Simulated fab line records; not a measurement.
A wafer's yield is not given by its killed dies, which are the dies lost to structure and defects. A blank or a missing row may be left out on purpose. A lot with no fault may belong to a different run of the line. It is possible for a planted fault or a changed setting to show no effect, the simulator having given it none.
fab line records :: flow nand_harc
record:
  lots: 6
  wafers: 18
  last_day: 23
route steps=1159 shown A_ONON_D1@424 END@1159
lots that met no fault: from a run of the same line without faults
start_h: hours from the record's first day to the start of the lot's first wafer shown :: wait_h: how many hours have passed since the lot's step before this one :: " same as the row above :: L1.1+2: several wafers, shown together as one row :: - value missing, or start not given :: * or withheld: withheld :: < > ~ a bound
route shown NAME@n: names a module that has steps shown in the file, with the first one's number in the route :: usual: mean/standard deviation taken from wafers without a fault :: same: alike in all rows :: chamber/n: place in a boat :: sites: per-site readings :: _std_site: the standard deviation of these :: _edge_site: the outer-site mean with the inner-site mean subtracted :: radius_mm: how far each site lies from the wafer's centre :: mask NAME#n: copy n :: behind: tool/chamber where the wafer was last shaped :: hold: the reason the lot was held/the length of the hold in hours/how it ended :: device: the n, p or np transistor that did not switch :: end of line: tests of these same wafers at the route's end :: where a step has no rows: the recipe by itself :: killed: dies lost to structure and defects at the first sort, not the wafer's yield :: map: per-die view of a wafer (x killed, . not killed, _ where there is no die)
set.NAME: the setting the step ran with; set.NAME@STEP: the setting that earlier step ran with :: model.NAME: the simulator's own value behind a step, which no gauge read
lots at some steps of the route; a table a step, a row a wafer
services: a tool's chamber out of use, with start hour (start_h, from the record's first day; less than 0 if before it), hours out, and reason
== steps ==
step: NHARC_A_ONON_D1_DEP_00
recipe:
  target_thk_a: 10000
  n2_flow_sccm: 2750
  n2o_flow_sccm: 2000
  nh3_flow_sccm: 500
  sih4_flow_sccm: 210
  temp_c: 400
step: NHARC_A_ONON_D1_THK_MEAS_02
recipe:
  thk_meas_gauge: ellipsometry
usual:
  thk_nm: 999/11
lot.wafer: L468.3
tool: film_metro-02
chamber: -
start_h: 174.95
wait_h: -
thk_nm: 1014

lot.wafer: L468.4
tool: film_metro-02
chamber: -
start_h: 174.95
wait_h: -
thk_nm: 1014

lot.wafer: L468.5
tool: film_metro-02
chamber: -
start_h: 174.95
wait_h: -
thk_nm: 1014

lot.wafer: L465.1
tool: film_metro-01
chamber: -
start_h: 178.72
wait_h: -
thk_nm: 993

lot.wafer: L465.3
tool: film_metro-01
chamber: -
start_h: 178.72
wait_h: -
thk_nm: 990

lot.wafer: L465.5
tool: film_metro-01
chamber: -
start_h: 178.72
wait_h: -
thk_nm: 993

lot.wafer: L476.1
tool: film_metro-01
chamber: -
start_h: 231.46
wait_h: -
thk_nm: 1003

lot.wafer: L476.3
tool: film_metro-01
chamber: -
start_h: 231.46
wait_h: -
thk_nm: 1006

lot.wafer: L476.6
tool: film_metro-01
chamber: -
start_h: 231.46
wait_h: -
thk_nm: 1003

lot.wafer: L474.3
tool: film_metro-02
chamber: -
start_h: 231.46
wait_h: -
thk_nm: 991

lot.wafer: L474.5
tool: film_metro-02
chamber: -
start_h: 231.46
wait_h: -
thk_nm: 991

lot.wafer: L474.6
tool: film_metro-02
chamber: -
start_h: 231.46
wait_h: -
thk_nm: 991

lot.wafer: L479.2
tool: film_metro-02
chamber: -
start_h: 247.15
wait_h: -
thk_nm: 1016

lot.wafer: L479.3
tool: film_metro-02
chamber: -
start_h: 247.15
wait_h: -
thk_nm: 1015

lot.wafer: L479.4
tool: film_metro-02
chamber: -
start_h: 247.15
wait_h: -
thk_nm: 1018

lot.wafer: L483.1
tool: film_metro-01
chamber: -
start_h: 263.97
wait_h: -
thk_nm: 982

lot.wafer: L483.3
tool: film_metro-01
chamber: -
start_h: 263.97
wait_h: -
thk_nm: 984

lot.wafer: L483.5
tool: film_metro-01
chamber: -
start_h: 263.97
wait_h: -
thk_nm: 981
step: NHARC_A_ONON_D1_DEP_03
recipe:
  target_thk_a: 10000
  n2_flow_sccm: 2750
  n2o_flow_sccm: 2000
  nh3_flow_sccm: 500
  sih4_flow_sccm: 210
  temp_c: 400
step: NHARC_A_ONON_D1_THK_MEAS_05
recipe:
  thk_meas_gauge: ellipsometry
usual:
  thk_nm: 999/10
lot.wafer: L468.3
tool: film_metro-01
chamber: -
start_h: 175.51
wait_h: -
thk_nm: 989

lot.wafer: L468.4
tool: film_metro-01
chamber: -
start_h: 175.51
wait_h: -
thk_nm: 989

lot.wafer: L468.5
tool: film_metro-01
chamber: -
start_h: 175.51
wait_h: -
thk_nm: 988

lot.wafer: L465.1
tool: film_metro-02
chamber: -
start_h: 179.29
wait_h: -
thk_nm: 987

lot.wafer: L465.3
tool: film_metro-02
chamber: -
start_h: 179.29
wait_h: -
thk_nm: 988

lot.wafer: L465.5
tool: film_metro-02
chamber: -
start_h: 179.29
wait_h: -
thk_nm: 987

lot.wafer: L476.1
tool: film_metro-01
chamber: -
start_h: 232.03
wait_h: -
thk_nm: 998

lot.wafer: L476.3
tool: film_metro-01
chamber: -
start_h: 232.03
wait_h: -
thk_nm: 1000

lot.wafer: L476.6
tool: film_metro-01
chamber: -
start_h: 232.03
wait_h: -
thk_nm: 998

lot.wafer: L474.3
tool: film_metro-01
chamber: -
start_h: 232.03
wait_h: -
thk_nm: 1004

lot.wafer: L474.5
tool: film_metro-01
chamber: -
start_h: 232.03
wait_h: -
thk_nm: 1004

lot.wafer: L474.6
tool: film_metro-01
chamber: -
start_h: 232.03
wait_h: -
thk_nm: 1004

lot.wafer: L479.2
tool: film_metro-01
chamber: -
start_h: 247.72
wait_h: -
thk_nm: 1005

lot.wafer: L479.3
tool: film_metro-01
chamber: -
start_h: 247.72
wait_h: -
thk_nm: 1004

lot.wafer: L479.4
tool: film_metro-01
chamber: -
start_h: 247.72
wait_h: -
thk_nm: 1005

lot.wafer: L483.1
tool: film_metro-01
chamber: -
start_h: 264.56
wait_h: -
thk_nm: 992

lot.wafer: L483.3
tool: film_metro-01
chamber: -
start_h: 264.56
wait_h: -
thk_nm: 993

lot.wafer: L483.5
tool: film_metro-01
chamber: -
start_h: 264.56
wait_h: -
thk_nm: 991
step: NHARC_A_ONON_D1_DEP_06
recipe:
  target_thk_a: 10000
  n2_flow_sccm: 2750
  n2o_flow_sccm: 2000
  nh3_flow_sccm: 500
  sih4_flow_sccm: 210
  temp_c: 400
step: NHARC_A_ONON_D1_THK_MEAS_08
recipe:
  thk_meas_gauge: ellipsometry
usual:
  thk_nm: 998/8.6
lot.wafer: L468.3
tool: film_metro-02
chamber: -
start_h: 176.08
wait_h: -
thk_nm: 1007

lot.wafer: L468.4
tool: film_metro-02
chamber: -
start_h: 176.08
wait_h: -
thk_nm: 1009

lot.wafer: L468.5
tool: film_metro-02
chamber: -
start_h: 176.08
wait_h: -
thk_nm: 1008

lot.wafer: L465.1
tool: film_metro-01
chamber: -
start_h: 179.86
wait_h: -
thk_nm: 983

lot.wafer: L465.3
tool: film_metro-01
chamber: -
start_h: 179.86
wait_h: -
thk_nm: 982

lot.wafer: L465.5
tool: film_metro-01
chamber: -
start_h: 179.86
wait_h: -
thk_nm: 980

lot.wafer: L474.3
tool: film_metro-01
chamber: -
start_h: 232.60
wait_h: -
thk_nm: 1004

lot.wafer: L474.5
tool: film_metro-01
chamber: -
start_h: 232.60
wait_h: -
thk_nm: 1003

lot.wafer: L474.6
tool: film_metro-01
chamber: -
start_h: 232.60
wait_h: -
thk_nm: 1006

lot.wafer: L476.1
tool: film_metro-02
chamber: -
start_h: 232.60
wait_h: -
thk_nm: 1004

lot.wafer: L476.3
tool: film_metro-02
chamber: -
start_h: 232.60
wait_h: -
thk_nm: 1005

lot.wafer: L476.6
tool: film_metro-02
chamber: -
start_h: 232.60
wait_h: -
thk_nm: 1005

lot.wafer: L479.2
tool: film_metro-01
chamber: -
start_h: 248.28
wait_h: -
thk_nm: 995

lot.wafer: L479.3
tool: film_metro-01
chamber: -
start_h: 248.28
wait_h: -
thk_nm: 996

lot.wafer: L479.4
tool: film_metro-01
chamber: -
start_h: 248.28
wait_h: -
thk_nm: 994

lot.wafer: L483.1
tool: film_metro-01
chamber: -
start_h: 265.13
wait_h: -
thk_nm: 997

lot.wafer: L483.3
tool: film_metro-01
chamber: -
start_h: 265.13
wait_h: -
thk_nm: 998

lot.wafer: L483.5
tool: film_metro-01
chamber: -
start_h: 265.13
wait_h: -
thk_nm: 1001
step: NHARC_A_ONON_D1_DEP_09
recipe:
  target_thk_a: 10000
  n2_flow_sccm: 2750
  n2o_flow_sccm: 2000
  nh3_flow_sccm: 500
  sih4_flow_sccm: 210
  temp_c: 400
step: NHARC_A_ONON_D1_THK_MEAS_11
recipe:
  thk_meas_gauge: ellipsometry
usual:
  thk_nm: 1001/9.1
lot.wafer: L468.3
tool: film_metro-02
chamber: -
start_h: 176.64
wait_h: -
thk_nm: 996

lot.wafer: L468.4
tool: film_metro-02
chamber: -
start_h: 176.64
wait_h: -
thk_nm: 995

lot.wafer: L468.5
tool: film_metro-02
chamber: -
start_h: 176.64
wait_h: -
thk_nm: 994

lot.wafer: L465.1
tool: film_metro-02
chamber: -
start_h: 180.42
wait_h: -
thk_nm: 996

lot.wafer: L465.3
tool: film_metro-02
chamber: -
start_h: 180.42
wait_h: -
thk_nm: 998

lot.wafer: L465.5
tool: film_metro-02
chamber: -
start_h: 180.42
wait_h: -
thk_nm: 997

lot.wafer: L474.3
tool: film_metro-02
chamber: -
start_h: 233.16
wait_h: -
thk_nm: 999

lot.wafer: L474.5
tool: film_metro-02
chamber: -
start_h: 233.16
wait_h: -
thk_nm: 999

lot.wafer: L474.6
tool: film_metro-02
chamber: -
start_h: 233.16
wait_h: -
thk_nm: 998

lot.wafer: L476.1
tool: film_metro-01
chamber: -
start_h: 233.17
wait_h: -
thk_nm: 1016

lot.wafer: L476.3
tool: film_metro-01
chamber: -
start_h: 233.17
wait_h: -
thk_nm: 1014

lot.wafer: L476.6
tool: film_metro-01
chamber: -
start_h: 233.17
wait_h: -
thk_nm: 1014

lot.wafer: L479.2
tool: film_metro-01
chamber: -
start_h: 248.85
wait_h: -
thk_nm: 995

lot.wafer: L479.3
tool: film_metro-01
chamber: -
start_h: 248.85
wait_h: -
thk_nm: 994

lot.wafer: L479.4
tool: film_metro-01
chamber: -
start_h: 248.85
wait_h: -
thk_nm: 995

lot.wafer: L483.1
tool: film_metro-02
chamber: -
start_h: 265.71
wait_h: -
thk_nm: 987

lot.wafer: L483.3
tool: film_metro-02
chamber: -
start_h: 265.71
wait_h: -
thk_nm: 984

lot.wafer: L483.5
tool: film_metro-02
chamber: -
start_h: 265.71
wait_h: -
thk_nm: 985
step: NHARC_A_ONON_D1_DEP_12
recipe:
  target_thk_a: 10000
  n2_flow_sccm: 2750
  n2o_flow_sccm: 2000
  nh3_flow_sccm: 500
  sih4_flow_sccm: 210
  temp_c: 400
step: NHARC_A_ONON_D1_THK_MEAS_14
recipe:
  thk_meas_gauge: ellipsometry
usual:
  thk_nm: 1001/10
lot.wafer: L468.3
tool: film_metro-02
chamber: -
start_h: 177.20
wait_h: -
thk_nm: 976

lot.wafer: L468.4
tool: film_metro-02
chamber: -
start_h: 177.20
wait_h: -
thk_nm: 978

lot.wafer: L468.5
tool: film_metro-02
chamber: -
start_h: 177.20
wait_h: -
thk_nm: 976

lot.wafer: L465.1
tool: film_metro-01
chamber: -
start_h: 180.99
wait_h: -
thk_nm: 1013

lot.wafer: L465.3
tool: film_metro-01
chamber: -
start_h: 180.99
wait_h: -
thk_nm: 1013

lot.wafer: L465.5
tool: film_metro-01
chamber: -
start_h: 180.99
wait_h: -
thk_nm: 1014

lot.wafer: L474.3
tool: film_metro-01
chamber: -
start_h: 233.73
wait_h: -
thk_nm: 980

lot.wafer: L474.5
tool: film_metro-01
chamber: -
start_h: 233.73
wait_h: -
thk_nm: 981

lot.wafer: L474.6
tool: film_metro-01
chamber: -
start_h: 233.73
wait_h: -
thk_nm: 979

lot.wafer: L476.1
tool: film_metro-02
chamber: -
start_h: 233.73
wait_h: -
thk_nm: 1002

lot.wafer: L476.3
tool: film_metro-02
chamber: -
start_h: 233.73
wait_h: -
thk_nm: 1002

lot.wafer: L476.6
tool: film_metro-02
chamber: -
start_h: 233.73
wait_h: -
thk_nm: 1002

lot.wafer: L479.2
tool: film_metro-01
chamber: -
start_h: 249.42
wait_h: -
thk_nm: 1005

lot.wafer: L479.3
tool: film_metro-01
chamber: -
start_h: 249.42
wait_h: -
thk_nm: 1003

lot.wafer: L479.4
tool: film_metro-01
chamber: -
start_h: 249.42
wait_h: -
thk_nm: 1004

lot.wafer: L483.1
tool: film_metro-01
chamber: -
start_h: 266.28
wait_h: -
thk_nm: 997

lot.wafer: L483.3
tool: film_metro-01
chamber: -
start_h: 266.28
wait_h: -
thk_nm: 997

lot.wafer: L483.5
tool: film_metro-01
chamber: -
start_h: 266.28
wait_h: -
thk_nm: 998
step: NHARC_A_ONON_D1_ANNEAL_15
recipe:
  temp_c: 750
  time_s: 3600
step: NHARC_A_ONON_D1_DEP_16
recipe:
  target_thk_a: 10000
  n2_flow_sccm: 2750
  n2o_flow_sccm: 2000
  nh3_flow_sccm: 500
  sih4_flow_sccm: 210
  temp_c: 400
lot.wafer: L465.1+3+5
tool: pecvd_onon-02
chamber: 0
start_h: 187.65
wait_h: 0.1

lot.wafer: L468.3+4+5
tool: pecvd_onon-04
chamber: 0
start_h: 188.11
wait_h: 0.5

lot.wafer: L476.1+3+6
tool: pecvd_onon-02
chamber: 0
start_h: 241.22
wait_h: 0.1

lot.wafer: L474.3+5+6
tool: pecvd_onon-01
chamber: 0
start_h: 241.33
wait_h: 0.2

lot.wafer: L479.2+3+4
tool: pecvd_onon-02
chamber: 0
start_h: 254.90
wait_h: 0.4

lot.wafer: L483.1+3+5
tool: pecvd_onon-01
chamber: 0
start_h: 274.16
wait_h: 0.1
step: NHARC_A_ONON_D1_THK_MEAS_18
recipe:
  thk_meas_gauge: ellipsometry
usual:
  thk_nm: 1000/7.3
lot.wafer: L465.1
tool: film_metro-02
chamber: -
start_h: 188.17
wait_h: -
hold: -
thk_nm: 999

lot.wafer: L465.3
tool: film_metro-02
chamber: -
start_h: 188.17
wait_h: -
hold: -
thk_nm: 1001

lot.wafer: L465.5
tool: film_metro-02
chamber: -
start_h: 188.17
wait_h: -
hold: -
thk_nm: 998

lot.wafer: L468.3
tool: film_metro-01
chamber: -
start_h: 188.51
wait_h: -
hold: -
thk_nm: 994

lot.wafer: L468.4
tool: film_metro-01
chamber: -
start_h: 188.51
wait_h: -
hold: -
thk_nm: 995

lot.wafer: L468.5
tool: film_metro-01
chamber: -
start_h: 188.51
wait_h: -
hold: -
thk_nm: 992

lot.wafer: L474.3
tool: film_metro-02
chamber: -
start_h: 241.73
wait_h: -
hold: -
thk_nm: 999

lot.wafer: L474.5
tool: film_metro-02
chamber: -
start_h: 241.73
wait_h: -
hold: -
thk_nm: 996

lot.wafer: L474.6
tool: film_metro-02
chamber: -
start_h: 241.73
wait_h: -
hold: -
thk_nm: 996

lot.wafer: L476.1
tool: film_metro-01
chamber: -
start_h: 241.73
wait_h: -
hold: await_dispo/0.2h/release
thk_nm: 1848

lot.wafer: L476.3
tool: film_metro-01
chamber: -
start_h: 241.73
wait_h: -
hold: await_dispo/0.2h/release
thk_nm: 1848

lot.wafer: L476.6
tool: film_metro-01
chamber: -
start_h: 241.73
wait_h: -
hold: await_dispo/0.2h/release
thk_nm: 1846

lot.wafer: L476.1
tool: film_metro-01
chamber: -
start_h: 241.90
wait_h: 0.2
hold: -
thk_nm: 1848

lot.wafer: L476.3
tool: film_metro-01
chamber: -
start_h: 241.90
wait_h: 0.2
hold: -
thk_nm: 1847

lot.wafer: L476.6
tool: film_metro-01
chamber: -
start_h: 241.90
wait_h: 0.2
hold: -
thk_nm: 1847

lot.wafer: L479.2
tool: film_metro-01
chamber: -
start_h: 255.35
wait_h: -
hold: await_dispo/0.2h/release
thk_nm: 1839

lot.wafer: L479.3
tool: film_metro-01
chamber: -
start_h: 255.35
wait_h: -
hold: await_dispo/0.2h/release
thk_nm: 1838

lot.wafer: L479.4
tool: film_metro-01
chamber: -
start_h: 255.35
wait_h: -
hold: await_dispo/0.2h/release
thk_nm: 1840

lot.wafer: L479.2
tool: film_metro-01
chamber: -
start_h: 255.53
wait_h: 0.2
hold: -
thk_nm: 1841

lot.wafer: L479.3
tool: film_metro-01
chamber: -
start_h: 255.53
wait_h: 0.2
hold: -
thk_nm: 1840

lot.wafer: L479.4
tool: film_metro-01
chamber: -
start_h: 255.53
wait_h: 0.2
hold: -
thk_nm: 1839

lot.wafer: L483.1
tool: film_metro-01
chamber: -
start_h: 274.66
wait_h: -
hold: -
thk_nm: 1000

lot.wafer: L483.3
tool: film_metro-01
chamber: -
start_h: 274.66
wait_h: -
hold: -
thk_nm: 1000

lot.wafer: L483.5
tool: film_metro-01
chamber: -
start_h: 274.66
wait_h: -
hold: -
thk_nm: 1000
step: NHARC_END_SORT_01
recipe:
  temp_c: 25
usual:
  defect_limited_yield: 95.2/1.3
  killed_at_array: 29/9.4
  killed_at_other: 0.7/1.3
  killed_at_periphery: 2.9/2.1
  killed_dies: 32/9
  killed_open: 3.3/1.8
  killed_short: 1.9/1.4
  sort_bin_2_pct: 1.4/0.53
  sort_bin_3_pct: 0.28/0.21
  sort_bin_4_pct: 3.1/0.91
  sort_n_pass: 645/9
  sort_rim_yield_pct: 97.4/1.7
  sort_yield_pct: 95.2/1.3
same:
  gross_dies: 677
  sort_bin_5_pct[%]: 0
  sort_bin_6_pct[%]: 0
  sort_bin_7_pct[%]: 0
  sort_bin_8_pct[%]: 0
  sort_rim_n_gross: 106.00
lot.wafer: L465.1
tool: prober-01
chamber: 0
start_h: 479.39
wait_h: 2.5
defect_limited_yield[%]: 96.5
killed_at_array: 20
killed_at_other: 0
killed_at_periphery: 4
killed_dies: 24
killed_open: 2
killed_short: 1
sort_bin_2_pct[%]: 0.9
sort_bin_3_pct[%]: 0.30
sort_bin_4_pct[%]: 2.4
sort_n_pass: 653
sort_rim_yield_pct[%]: 98.1
sort_yield_pct[%]: 96.5

lot.wafer: L465.3
tool: prober-01
chamber: 0
start_h: 481.00
wait_h: 3.1
defect_limited_yield[%]: 95.6
killed_at_array: 27
killed_at_other: 0
killed_at_periphery: 3
killed_dies: 30
killed_open: 3
killed_short: 3
sort_bin_2_pct[%]: 1.0
sort_bin_3_pct[%]: 0.30
sort_bin_4_pct[%]: 3.1
sort_n_pass: 647
sort_rim_yield_pct[%]: 98.1
sort_yield_pct[%]: 95.6

lot.wafer: L465.5
tool: prober-01
chamber: 0
start_h: 482.61
wait_h: 3.7
defect_limited_yield[%]: 94.7
killed_at_array: 29
killed_at_other: 0
killed_at_periphery: 7
killed_dies: 36
killed_open: 5
killed_short: 5
sort_bin_2_pct[%]: 1.8
sort_bin_3_pct[%]: 0.30
sort_bin_4_pct[%]: 3.2
sort_n_pass: 641
sort_rim_yield_pct[%]: 99.1
sort_yield_pct[%]: 94.7

lot.wafer: L474.3
tool: prober-01
chamber: 0
start_h: 504.84
wait_h: 3.1
defect_limited_yield[%]: 96.0
killed_at_array: 21
killed_at_other: 0
killed_at_periphery: 6
killed_dies: 27
killed_open: 2
killed_short: 0
sort_bin_2_pct[%]: 1.0
sort_bin_3_pct[%]: 0.59
sort_bin_4_pct[%]: 2.4
sort_n_pass: 650
sort_rim_yield_pct[%]: 96.2
sort_yield_pct[%]: 96.0

lot.wafer: L474.5
tool: prober-01
chamber: 0
start_h: 506.43
wait_h: 3.7
defect_limited_yield[%]: 94.2
killed_at_array: 34
killed_at_other: 0
killed_at_periphery: 5
killed_dies: 39
killed_open: 4
killed_short: 0
sort_bin_2_pct[%]: 1.9
sort_bin_3_pct[%]: 0.30
sort_bin_4_pct[%]: 3.5
sort_n_pass: 638
sort_rim_yield_pct[%]: 91.5
sort_yield_pct[%]: 94.2

lot.wafer: L474.6
tool: prober-01
chamber: 0
start_h: 507.23
wait_h: 4.0
defect_limited_yield[%]: 95.1
killed_at_array: 27
killed_at_other: 0
killed_at_periphery: 6
killed_dies: 33
killed_open: 4
killed_short: 4
sort_bin_2_pct[%]: 1.5
sort_bin_3_pct[%]: 0.44
sort_bin_4_pct[%]: 3.0
sort_n_pass: 644
sort_rim_yield_pct[%]: 98.1
sort_yield_pct[%]: 95.1
killed by level:class
L465.1 A_SLIT:chamber_film_flake=11 P_GATE:chamber_film_flake=3 A_STAIRCASE:chamber_film_flake=2 A_ONON_D1:geometric_particle:short=1 A_CHANNEL_FILL_D1:geometric_particle:open=1 A_CONTACT:geometric_particle:open=1 P_ZERO_WELL:chamber_film_flake=1 A_CHANNEL_HOLE_D1:chamber_film_flake=1
L465.3 A_SLIT:chamber_film_flake=13 A_CHANNEL_HOLE_D1:chamber_film_flake=3 P_GATE:chamber_film_flake=2 A_CHANNEL_FILL_D1:chamber_film_flake=2 A_STAIRCASE:chamber_film_flake=2 A_CONTACT:chamber_film_flake=2 P_CONTACT:geometric_particle:short=1 A_ONON_D1:geometric_particle:open=1
L465.5 A_SLIT:chamber_film_flake=11 A_CHANNEL_HOLE_D1:chamber_film_flake=4 A_CONTACT:chamber_film_flake=4 A_CHANNEL_FILL_D1:chamber_film_flake=3 A_M0:chamber_film_flake=3 P_M0:geometric_particle:short=2 A_CONTACT:geometric_particle:open=2 P_GATE:geometric_particle:short=1
L474.3 A_SLIT:chamber_film_flake=9 A_CHANNEL_HOLE_D1:chamber_film_flake=6 P_ZERO_WELL:chamber_film_flake=3 P_STI:chamber_film_flake=2 A_ZERO_WELL:chamber_film_flake=2 P_GATE:geometric_particle:open=1 A_WL_FILL:geometric_particle:open=1 A_STAIRCASE:chamber_film_flake=1
L474.5 A_SLIT:chamber_film_flake=15 A_SGD_CUT:chamber_film_flake=9 A_ONON_D1:geometric_particle:open=3 P_ZERO_WELL:chamber_film_flake=3 A_STAIRCASE:chamber_film_flake=3 A_CHANNEL_HOLE_D1:chamber_film_flake=2 P_GATE:geometric_particle:open=1 P_GATE:chamber_film_flake=1
L474.6 A_SLIT:chamber_film_flake=15 A_SGD_CUT:chamber_film_flake=3 A_WL_FILL:geometric_particle:short=2 P_ZERO_WELL:chamber_film_flake=2 P_M0:geometric_particle:open=1 A_ONON_D1:geometric_particle:short=1 A_ONON_D1:geometric_particle:open=1 A_SGD_CUT:geometric_particle:short=1
== services ==
tool: pecvd_onon-01
chamber: -
start_h: 195.04
hours: 13.0
kind: pm

tool: pecvd_onon-04
chamber: -
start_h: 237.00
hours: 13.0
kind: pm
== key ==
first_sign:
  step: NHARC_A_ONON_D1_THK_MEAS_18
  reading: visit
  direction: added
effect:
  step: NHARC_A_ONON_D1_THK_MEAS_18
  reading: thk_nm
  direction: up
  sigmas: 99+
  usual: 1000
  struck: 1843
met_at NHARC_A_ONON_D1_DEP_16
struck_wafers L476.1,L476.3,L476.6,L479.2,L479.3,L479.4
scrapped_behind NHARC_A_ONON_D1_THK_MEAS_18 L476.1,L476.3,L476.6,L479.2,L479.3,L479.4
onset_between 187.65 241.22
fault:
  kind: process_parameter_drift
  tool: pecvd_onon-02
  chamber: 0
  onset_h: 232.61
  steps: NHARC_A_ONON_D1_DEP_16
  channel: target_thk_a
  offset: *
  shape: step
  end_h: 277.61
  acts_in: *
  stated: *
